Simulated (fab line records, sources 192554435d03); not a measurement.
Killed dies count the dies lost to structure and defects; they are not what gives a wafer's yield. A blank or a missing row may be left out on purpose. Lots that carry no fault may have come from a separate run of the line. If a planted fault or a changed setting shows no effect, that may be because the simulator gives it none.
A struck lot beside a sound one || flow n5Finfet || 37 out of 1938 route steps
Sound: these wafers, L698.4, L698.5, L698.6. Wafers struck: L695.3, L695.4, L695.6. The cause is named last.
For every step that has rows: the tool of each side, followed by ch and its chambers, followed by its first start. Under that, the readings that differ: sound wafers || struck wafers || difference of the means || sigmas: that difference in standard deviations of wafers without a fault.
alike: readings with means less than 2 such deviations apart, plus words and numbers identical on both sides. not compared: withheld readings, readings lacking a value on some wafer, bounds such as >300 that could conceal the same value, and numbers that have no deviation in the record and whose values overlap.
A row with sigmas, a row that says differs or no value, or rows on one side alone: a step with any of these is where the two part. Numbers that have no deviation but don't overlap get no sigmas and don't part them. A reading that every wafer of one side lacks parts them only if that side has two wafers or more.

first, 9 steps without rows for these wafers: N5_BEOL_M4_ILD_DEP_00 (deposits SiOC from DEMS/O2, target thk 79 nm, time 15.3 s); N5_BEOL_M4_PECVD_72 (deposits SiO2 from TEOS/O2, target thk 16 nm, time 18 s); N5_BEOL_M4_HM_DEP_02 (deposits TiN, target thk 20 nm); N5_BEOL_M4_COAT_61 (time 60 s, resist thk 60 nm); N5_BEOL_M4_COAT_62 (time 60 s, resist thk 12 nm); N5_BEOL_M4_COAT_73 (time 60 s, resist thk 5 nm); N5_BEOL_M4_COAT_05 (resist thk 30 nm); N5_BEOL_M4_EBR_07; N5_BEOL_M4_SOFTBAKE_06 (time 60 s).
N5_BEOL_M4_EXPOSE_08: exposes mask M4.
  sound on euvScanner-01 ch 0, day 10 22:17; struck on euvScanner-02 ch 0, day 9 19:57
{"reading": "exposureDoseMJCm2", "sound": "41.31 41.28 41.26", "struck": "29.20 29.11 29.16", "difference": -12.13, "sigmas": "-99 or more"}
  alike: mask
then, 2 steps without rows for these wafers: N5_BEOL_M4_PEB_09 (peb time 60 s); N5_BEOL_M4_DEVELOP_10 (develop time 30 s).
N5_BEOL_M4_CD_MEAS_11: the cd target is 16.79 nm.
  sound on cdSem-02 ch 0, day 10 22:24; struck on cdSem-01 ch 0, day 9 20:04
{"reading": "cdNm (nm)", "sound": "17.13 17.11 17.02", "struck": "7.80 7.65 7.65", "difference": -9.39, "sigmas": -34}
then, 1 step without rows for these wafers: N5_BEOL_M4_DESCUM_16 (chemistry O2, time 7 s).
N5_BEOL_M4_ETCH_74: etches underlayer in N2/H2, target depth 6.5 nm, time 5.2 s.
  sound on rieDiel-04 ch 0,1,3, day 10 23:19; struck on rieDiel-05 ch 0,2, day 9 20:14
{"reading": "model.BEOL_M4.cdOffsetNm (nm)", "sound": "0 0 0.4", "struck": "-9.2 -9.4 -9", "difference": -9.3, "sigmas": ""}
  alike: drypumpMotorCurrentA, etchRfOnTimeS, oesProductAu, rfVppV, showerheadPlenumPTorr, throttleValvePct
  not compared: rfHoursCounterH
then, 5 steps without rows for these wafers: N5_BEOL_M4_ETCH_63 (etches SiARC in CF4, target depth 15.6 nm, time 26 s); N5_BEOL_M4_ETCH_64 (etches SOC in N2/H2, target depth 75 nm, overetch 22.5 nm, time 121.9 s); N5_BEOL_M4_STRIP_65 (strips in N2/H2); N5_BEOL_M4_STRIP_75 (strips in N2/H2); N5_BEOL_M4_STRIP_66 (strips in CF4).
N5_BEOL_M4_HM_OPEN_17: chemistry Cl2/BCl3, target TiN, target depth 20 nm, overetch 6 nm.
  sound on rieMetal-02 ch 0,1, day 10 23:34; struck on rieMetal-01 ch 0,1, day 9 20:28
{"reading": "model.BEOL_M4.cdOffsetNm (nm)", "sound": "-0.2 0 0.2", "struck": "-9 -9.4 -9.2", "difference": -9, "sigmas": ""}
  alike: drypumpMotorCurrentA, mfcCl2Sccm, oes_ar_750_au, oesProductAu, throttleValvePct
  not compared: rfHoursCounterH
then, 1 step without rows for these wafers: N5_BEOL_M4_STRIP_19 (strips in O2).
N5_BEOL_M4_CD_MEAS_18: pitch 36 nm, target cd 18 nm.
  sound: cdSem-02 at day 10 23:49; struck: cdSem-01 at day 9 20:43
{"reading": "cdNm (nm)", "sound": "17.7 18.3 18.3", "struck": "8.6 8.9 9.1", "difference": -9.2, "sigmas": -25}
then, 11 steps without rows for these wafers: N5_BEOL_M4_COAT_67 (time 60 s, resist thk 60 nm); N5_BEOL_M4_COAT_68 (time 60 s, resist thk 12 nm); N5_BEOL_M4_COAT_76 (time 60 s, resist thk 5 nm); N5_BEOL_M4_COAT_22 (resist thk 30 nm); N5_BEOL_M4_EBR_24; N5_BEOL_M4_SOFTBAKE_23 (time 60 s); N5_BEOL_M4_EXPOSE_25 (exposes mask V3, defocus 5 nm); N5_BEOL_M4_PEB_26 (peb time 60 s); N5_BEOL_M4_DEVELOP_27 (develop time 30 s); N5_BEOL_M4_DESCUM_33 (chemistry O2, time 7 s); N5_BEOL_M4_ETCH_77 (etches underlayer in N2/H2, target depth 6.5 nm, time 5.2 s).
N5_BEOL_M4_CD_MEAS_35: target cd 18 nm, target cd y 22.4 nm.
  sound: cdSem-03 at day 11 01:07; struck: cdSem-03 at day 9 23:56
{"reading": "cdNm (nm)", "sound": "18.0 18.0 18.7", "struck": "9.1 8.7 8.7", "difference": -9.4, "sigmas": -23}
N5_BEOL_M4_RC_MEAS_101:
  the record has rows for the sound wafers here (prober-02 ch 0, day 11 07:02) and none for the struck ones
N5_PASSIVATION_PROBE_49:
  the record holds rows for the sound wafers here (prober-02, day 15 13:52) but none for the struck ones

WHERE THEY PART
At N5_BEOL_M4_EXPOSE_08 first; at N5_PASSIVATION_PROBE_49 last (within this record only).

WHY: what the simulator had put in
Process parameters drifting: euvScanner-02 at N5_BEOL_M4_EXPOSE_08, beginning at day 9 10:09. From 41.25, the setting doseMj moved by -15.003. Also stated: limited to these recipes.
